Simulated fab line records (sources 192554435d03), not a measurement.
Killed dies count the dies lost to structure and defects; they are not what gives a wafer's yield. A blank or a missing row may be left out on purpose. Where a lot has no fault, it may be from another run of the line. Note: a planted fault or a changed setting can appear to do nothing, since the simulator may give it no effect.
Matching of chambers -- flow n5 finfet -- N5_BEOL_M6_STRIP_36 on rie diel-06: 4 sister chambers
The step strips in N2/H2. 4 wafers are shown with their chamber, then 12 later ones without.

== WAFERS PAIRED WITH THEIR CHAMBERS ==
wafer,chamber,throttle valve pct (%)
L085.5,3,23.81
L088.1,0,24.31
L088.3,1,23.51
L088.5,2,23.65

== WAFERS WHOSE CHAMBER IS MISSING ==
wafer,throttle valve pct (%)
L091.1,23.87
L091.2,23.64
L091.6,23.83
L092.1,23.85
L092.3,23.54
L092.4,23.52
L093.2,24.31
L093.4,23.63
L093.5,23.65
L095.2,23.65
L095.3,23.87
L095.5,24.36

== WHICH CHAMBER EACH ONE RAN IN ==
wafer,from the rows above,in truth
L091.1,3,3
L091.2,2,2
L091.6,3,3
L092.1,3,3
L092.3,1,1
L092.4,1,1
L093.2,0,0
L093.4,2,2
L093.5,2,2
L095.2,2,2
L095.3,3,3
L095.5,0,0
Placed correctly: 12 of 12. From these rows, 0 cannot be placed. 0 placed wrongly.
How it was worked out, from the rows above alone: a wafer's distance from a chamber is the root of the sum, over the readings, of the square of ((its reading less the chamber's mean) divided by the reading's scatter). If the next closest chamber is less than 2 further off than the closest, the wafer can't be placed; otherwise it belongs to the closest. For every chamber, the mean is computed from those of its wafers that are shown. The scatter (one wafer shown for each chamber): square how far every hidden wafer sits from the nearest shown wafer, average those squares and take the square root.
